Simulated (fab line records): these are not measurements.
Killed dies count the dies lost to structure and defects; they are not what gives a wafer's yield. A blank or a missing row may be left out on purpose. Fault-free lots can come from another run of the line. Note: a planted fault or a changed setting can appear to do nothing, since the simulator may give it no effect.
Split-lot study / flow n5 finfet / 21 wafers read from 7 lots, route of 1938 steps

## SPLIT DETAILS
At N5_BEOL_M15_EXPOSE_25 (exposes mask M15, target cd 400 nm), the setting dose mj was moved away from the recipe's 35.5 on 9 of the 21 wafers read, by -6.9% to +7.1%. All remaining wafers had this setting at the recipe value.

## FROM THE SPLIT TO THE READING: what the file shows between them, 2 steps
- N5_BEOL_M15_DEVELOP_27: develop time 45 s (also split here: develop time s)
- N5_BEOL_M15_HARDBAKE_32: time 120 s

## THE READING
cd nm at N5_BEOL_M15_CD_MEAS_28, given in nm (cd target 407.6 nm). Typical for fault-free wafers on this fab line: 407.8 nm, with standard deviation 1.8 nm.

wafer=L079.4; tool, chamber at the split=krf scanner-01, 0; dose mj as run=35.5; against the recipe=recipe; cd nm, nm=407.4; against lot-mates on the recipe=-
wafer=L079.5; tool, chamber at the split=krf scanner-01, 0; dose mj as run=35.5; against the recipe=recipe; cd nm, nm=409.0; against lot-mates on the recipe=-
wafer=L079.6; tool, chamber at the split=krf scanner-01, 0; dose mj as run=35.5; against the recipe=recipe; cd nm, nm=406.6; against lot-mates on the recipe=-
wafer=L080.3; tool, chamber at the split=krf scanner-01, 0; dose mj as run=35.5; against the recipe=recipe; cd nm, nm=408.3; against lot-mates on the recipe=-
wafer=L080.4; tool, chamber at the split=krf scanner-01, 0; dose mj as run=36.68; against the recipe=+3.3%; cd nm, nm=415.0; against lot-mates on the recipe=+6.2
wafer=L080.5; tool, chamber at the split=krf scanner-01, 0; dose mj as run=35.5; against the recipe=recipe; cd nm, nm=409.2; against lot-mates on the recipe=-
wafer=L081.1; tool, chamber at the split=krf scanner-01, 0; dose mj as run=35.5; against the recipe=recipe; cd nm, nm=408.2; against lot-mates on the recipe=-
wafer=L081.2; tool, chamber at the split=krf scanner-01, 0; dose mj as run=35.5; against the recipe=recipe; cd nm, nm=407.0; against lot-mates on the recipe=-
wafer=L081.4; tool, chamber at the split=krf scanner-01, 0; dose mj as run=36.74; against the recipe=+3.5%; cd nm, nm=412.7; against lot-mates on the recipe=+5.1
wafer=L085.2; tool, chamber at the split=krf scanner-01, 0; dose mj as run=34.41; against the recipe=-3.1%; cd nm, nm=405.5; against lot-mates on the recipe=-5.1
wafer=L085.5; tool, chamber at the split=krf scanner-01, 0; dose mj as run=35.5; against the recipe=recipe; cd nm, nm=411.4; against lot-mates on the recipe=-
wafer=L085.6; tool, chamber at the split=krf scanner-01, 0; dose mj as run=35.5; against the recipe=recipe; cd nm, nm=409.9; against lot-mates on the recipe=-
wafer=L084.2; tool, chamber at the split=krf scanner-02, 0; dose mj as run=33.05; against the recipe=-6.9%; cd nm, nm=395.3; against lot-mates on the recipe=-8.9
wafer=L084.3; tool, chamber at the split=krf scanner-02, 0; dose mj as run=35.5; against the recipe=recipe; cd nm, nm=404.2; against lot-mates on the recipe=-
wafer=L084.5; tool, chamber at the split=krf scanner-02, 0; dose mj as run=33.05; against the recipe=-6.9%; cd nm, nm=396.2; against lot-mates on the recipe=-8.0
wafer=L090.1; tool, chamber at the split=krf scanner-02, 0; dose mj as run=35.5; against the recipe=recipe; cd nm, nm=408.4; against lot-mates on the recipe=-
wafer=L090.2; tool, chamber at the split=krf scanner-02, 0; dose mj as run=38.01; against the recipe=+7.1%; cd nm, nm=418.8; against lot-mates on the recipe=+10.4
wafer=L090.5; tool, chamber at the split=krf scanner-02, 0; dose mj as run=38.01; against the recipe=+7.1%; cd nm, nm=417.4; against lot-mates on the recipe=+9.0
wafer=L092.1; tool, chamber at the split=krf scanner-01, 0; dose mj as run=33.05; against the recipe=-6.9%; cd nm, nm=396.2; against lot-mates on the recipe=-14.4
wafer=L092.3; tool, chamber at the split=krf scanner-01, 0; dose mj as run=33.05; against the recipe=-6.9%; cd nm, nm=397.5; against lot-mates on the recipe=-13.1
wafer=L092.5; tool, chamber at the split=krf scanner-01, 0; dose mj as run=35.5; against the recipe=recipe; cd nm, nm=410.6; against lot-mates on the recipe=-

THE FIT
A straight line over all 21 wafers: cd nm changes by +1.59 nm for each +1% of dose mj; r = +0.96; the points scatter about the line by 1.8 nm.
The same after taking each lot's own level away (the mean of its wafers on the recipe; 21 wafers): +1.54 nm for each +1%; r = +0.97; scatter 1.5 nm.
Per that fit: largest dose mj move, reading shift of 11 nm.
From 404.20 to 410.65 nm: that is the span of the lots' own levels, equal to 3.6 times the standard deviation above.
The two slopes are in agreement: the lot-to-lot level therefore moves the slope only a little.
Check: +10.7 nm against its lot-mates is what the line predicts for one of the wafers moved furthest among these (+7.1%) when that wafer is left out of the fit. Against them it came out at +10.4 nm.

## OTHER SPLITS ON THESE WAFERS
Before the reading, these wafers also passed through other splits. Each is held against what the fit with the lots' levels taken away leaves over:
other split on the same wafers=N5_BEOL_M13_ILD_DEP_00 time s; wafers away from the commonest value=5; r with cd nm (lot level and that fit taken away)=+0.22
other split on the same wafers=N5_BEOL_M13_EXPOSE_07 dose mj; wafers away from the commonest value=8; r with cd nm (lot level and that fit taken away)=+0.02
other split on the same wafers=N5_BEOL_M14_ETCH_68 time s; wafers away from the commonest value=8; r with cd nm (lot level and that fit taken away)=-0.16
other split on the same wafers=N5_BEOL_M15_DEVELOP_27 develop time s; wafers away from the commonest value=4; r with cd nm (lot level and that fit taken away)=+0.58

## THE WHOLE CHAIN: every reading that the file lists as answering this split, in the file's order
step=N5_BEOL_M15_CD_MEAS_28; what it does=target cd 407.6 nm; reading=cd nm; change (the file's fit)=+1.55 nm for each +1% of the setting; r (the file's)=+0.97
step=N5_BEOL_M15_DESCUM_33; what it does=chemistry O2, time 7.9 s; reading=BEOL_M15.cd nm (the simulator's own value, which no gauge read); change (the file's fit)=+1.54 nm for each +1% of the setting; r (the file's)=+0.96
step=N5_BEOL_M15_ETCH_61; what it does=etches BARC in N2/H2, target depth 89 nm, overetch 26.7 nm, time 67.9 s; reading=BEOL_M15.cd nm (the simulator's own value, which no gauge read); change (the file's fit)=+1.56 nm for each +1% of the setting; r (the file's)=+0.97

## THE FILE'S OWN FIT
cd nm changes by +1.55 nm for each +1% of dose mj, r = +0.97.
